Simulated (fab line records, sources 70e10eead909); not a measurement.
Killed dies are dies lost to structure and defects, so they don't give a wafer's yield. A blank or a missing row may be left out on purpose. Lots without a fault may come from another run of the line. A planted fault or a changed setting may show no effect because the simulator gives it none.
A struck lot beside a sound one | flow nand_harc | 14 steps out of a route of 1302
Sound: wafers L247.3, L247.5, L247.6. Struck: wafers L259.3, L259.4. (L259.1 of the same lot was not struck and is left out.) The cause comes at the end.
At each step with rows: each side's tool, then ch and its chambers, then its first start. Under that, the readings that differ: sound wafers | struck wafers | difference of the means | sigmas: that difference in standard deviations of wafers without a fault.
alike: readings whose means differ by less than 2 such deviations, and words and numbers that are the same on both sides. not compared: withheld readings, readings that some wafer has no value for, bounds like >300 that may hide the same value, and numbers for which the record gives no deviation and whose values overlap.
The two part at a step that has a row with sigmas, a row that says differs or no value, or rows on one side only. Numbers that don't overlap but have no deviation are shown without sigmas and don't part them. A reading that every wafer of one side lacks parts them only if that side has two wafers or more.

first, 1 step without rows for these wafers: NHARC_A_BLC_DESCUM_15 (chemistry O2, time 3 s).
NHARC_A_BLC_ETCH_16: etches the open film in CF4, target depth 39 nm, time 65 s.
  sound on rie_diel-08 ch 0,1,2, day 21 13:04; struck on rie_diel-05 ch 0,2, day 27 08:25
  alike: drypump_motor_current_A, oes_product_au, rf_vpp_V, showerhead_plenum_p_Torr, throttle_valve_pct
  not compared: rf_hours_counter_h
NHARC_A_BLC_ETCH_17: etches the open film in N2/H2, target depth 390 nm, time 609.38 s.
  sound on rie_diel-08 ch 1,2; struck on rie_diel-05 ch 2,3
  alike: drypump_motor_current_A, oes_product_au, rf_vpp_V, showerhead_plenum_p_Torr, throttle_valve_pct
  not compared: rf_hours_counter_h
NHARC_A_BLC_ETCH_18: etches the open film in C4F8/O2/Ar, target depth 910 nm.
  sound on rie_diel-08 ch 1,2; struck on rie_diel-05 ch 0,2
  alike: oes_product_au, rf_vpp_V
  not compared: rf_hours_counter_h
NHARC_A_BLC_CD_MEAS_19:
  sound on cd_sem-02, day 21 13:56; struck on cd_sem-01, day 27 09:17
  alike: cd_nm
NHARC_A_BLC_STRIP_29: strips in CF4.
  sound on rie_diel-05 ch 1,2, day 21 14:00; struck on rie_diel-08 ch 0,3, day 27 09:22
  alike: drypump_motor_current_A, oes_product_au, rf_vpp_V, showerhead_plenum_p_Torr, throttle_valve_pct
  not compared: rf_hours_counter_h
then, 5 steps without rows for these wafers: NHARC_A_BLC_STRIP_21 (strips in O2); NHARC_A_BLC_STRIP_22 (strips in post etch residue remover, time 600 s); NHARC_A_BLC_DEGAS_30 (time 60 s); NHARC_A_BLC_PRE_CLEAN_31 (time 15 s); NHARC_A_BLC_PVD_32 (deposits Ti, target thk 5 nm, time 17.7 s).
NHARC_A_BLC_ALD_23: deposits TiN, target thk 3 nm, pulse time 1 s, ald cycles 150.
  sound on ald_metal-02 ch 1,2,3, day 21 14:52; struck on ald_metal-03 ch 1,3, day 27 10:08
  alike: heater_power_w, precursor_pulse_height_rel
NHARC_A_BLC_CVD_24: deposits W, target thk 150 nm, time 434 s.
  sound on cvd_w-02 ch 0,1, day 21 15:09; struck on cvd_w-01 ch 0,1, day 27 10:20
  alike: heater_power_w, throttle_valve_pct
NHARC_A_BLC_CMP_25: polishes, t overpolish 30 s, target thk 150 nm.
  sound on cmp-02 ch 0,3, day 21 15:34; struck on cmp-02 ch 1,2, day 27 10:52
  reading                | sound          | struck    | difference | sigmas
  time_to_endpoint_s (s) | 29.9 32.4 32.9 | 58.1 57.4 | +26.0      | +12
  alike: motor_current_A, overpolish_run_s, slurry_flow_ml_min

WHERE THEY PART
Only at NHARC_A_BLC_CMP_25, within this record.

WHY: what the simulator had put in
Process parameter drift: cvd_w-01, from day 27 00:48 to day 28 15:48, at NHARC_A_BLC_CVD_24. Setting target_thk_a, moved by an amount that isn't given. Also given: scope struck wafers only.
